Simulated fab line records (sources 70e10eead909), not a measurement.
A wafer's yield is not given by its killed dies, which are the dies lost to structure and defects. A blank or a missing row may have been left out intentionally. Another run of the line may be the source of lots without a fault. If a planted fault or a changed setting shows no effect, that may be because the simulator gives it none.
Matching of chambers || flow nand harc || NHARC_A_CONTACT_DEP_24 on pecvd-03 has 3 sister chambers
The step deposits SiO2, target thk 500 nm. 3 wafers are shown with their chamber, then 9 later ones without.

## WAFERS, EACH WITH ITS CHAMBER
{"wafer": "L086.1", "chamber": 0, "heater power w (W)": 463}
{"wafer": "L086.5", "chamber": 2, "heater power w (W)": 699}
{"wafer": "L086.6", "chamber": 1, "heater power w (W)": 624}

## WAFERS WHOSE CHAMBER IS MISSING
{"wafer": "L090.1", "heater power w (W)": 557}
{"wafer": "L090.2", "heater power w (W)": 494}
{"wafer": "L090.6", "heater power w (W)": 614}
{"wafer": "L092.2", "heater power w (W)": 490}
{"wafer": "L092.4", "heater power w (W)": 634}
{"wafer": "L092.5", "heater power w (W)": 624}
{"wafer": "L097.1", "heater power w (W)": 463}
{"wafer": "L097.5", "heater power w (W)": 478}
{"wafer": "L097.6", "heater power w (W)": 640}

## EACH ONE'S CHAMBER
{"wafer": "L090.1", "from the rows above": "can't be placed: 1 or 0", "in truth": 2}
{"wafer": "L090.2", "from the rows above": 0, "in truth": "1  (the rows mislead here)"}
{"wafer": "L090.6", "from the rows above": 1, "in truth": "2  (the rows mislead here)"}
{"wafer": "L092.2", "from the rows above": 0, "in truth": 0}
{"wafer": "L092.4", "from the rows above": "can't be placed: 1 or 2", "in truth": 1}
{"wafer": "L092.5", "from the rows above": 1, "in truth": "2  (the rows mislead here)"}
{"wafer": "L097.1", "from the rows above": 0, "in truth": 0}
{"wafer": "L097.5", "from the rows above": 0, "in truth": 0}
{"wafer": "L097.6", "from the rows above": "can't be placed: 1 or 2", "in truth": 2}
Placed correctly: 3 of 9. Can't be placed from these rows: 3 (the true chamber is among the candidates in 2). Wrongly placed: 3.
How it was worked out, from the rows above alone: a wafer's distance from a chamber is the root of the sum, over the readings, of the square of ((its reading less the chamber's mean) divided by the reading's scatter). If the next closest chamber is less than 2 further off than the closest, the wafer can't be placed; otherwise it belongs to the closest. For every chamber, the mean is computed from those of its wafers that are shown. The scatter (one wafer shown for each chamber): square how far every hidden wafer sits from the nearest shown wafer, average those squares and take the square root.
